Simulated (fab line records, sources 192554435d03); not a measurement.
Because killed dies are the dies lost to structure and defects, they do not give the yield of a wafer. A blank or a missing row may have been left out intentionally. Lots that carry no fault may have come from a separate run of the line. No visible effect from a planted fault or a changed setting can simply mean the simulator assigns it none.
Matching of chambers	flow n5Finfet	N5_BEOL_M11_VIA_ETCH_34 on rieDiel-05 has 4 sister chambers
The step etches SiCOH lowk in C4F6/O2, target depth 184.5 nm, time 69.2 s. 16 wafers are shown with their chamber, then 8 later ones without.

== WAFERS PAIRED WITH THEIR CHAMBERS ==
wafer	chamber	rfVppV (V)	drypumpMotorCurrentA (A)	showerheadPlenumPTorr (Torr)
L074.1	0	690	5.0	2.70
L074.4	2	657	6.1	2.98
L074.6	0	690	5.0	2.70
L077.2	0	692	5.0	2.70
L077.3	1	650	5.6	2.93
L077.5	0	691	5.0	2.70
L078.2	0	691	5.0	2.69
L078.4	3	667	5.7	2.71
L078.5	0	690	5.0	2.69
L086.2	3	667	5.8	2.70
L086.3	0	690	5.0	2.69
L086.4	3	666	5.7	2.70
L083.2	3	667	5.8	2.70
L083.3	0	691	5.0	2.69
L083.6	3	667	5.7	2.70
L090.3	2	657	6.1	2.96

SIGNATURES (averages over the wafers above)
reading	chamber 0	chamber 1	chamber 2	chamber 3	scatter within a chamber
rfVppV	690.62	650.00	657.00	666.80	0.624
drypumpMotorCurrentA	5.000	5.600	6.100	5.740	0.0316
showerheadPlenumPTorr	2.6950	2.9300	2.9700	2.7020	0.00632
Rule: distance of a wafer from a chamber = root of the sum over the readings of ((wafer's reading minus chamber's mean) / reading's scatter) squared. If the next closest chamber is less than 2 further off than the closest, the wafer can't be placed; otherwise it belongs to the closest. How the scatter is found: for the shown wafers, subtract from each reading the mean of its chamber, square and add these, divide the total by (wafers less chambers), then take the root.

== WAFERS MISSING THEIR CHAMBER ==
wafer	rfVppV (V)	drypumpMotorCurrentA (A)	showerheadPlenumPTorr (Torr)
L090.4	693	5.6	2.93
L090.6	694	5.6	2.93
L096.1	656	6.1	2.96
L096.2	667	5.7	2.69
L096.5	690	5.0	2.68
L093.2	693	5.6	2.92
L093.3	666	5.7	2.69
L093.6	667	5.8	2.69

== CHAMBER TAKEN BY EACH ==
wafer	from the rows above	in truth
L090.4	0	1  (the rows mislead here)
L090.6	0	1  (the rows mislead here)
L096.1	2	2
L096.2	3	3
L096.5	0	0
L093.2	0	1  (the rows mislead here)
L093.3	3	3
L093.6	3	3
Placed correctly: 5 of 8. Not placeable from these rows: 0. Number placed wrongly: 3.
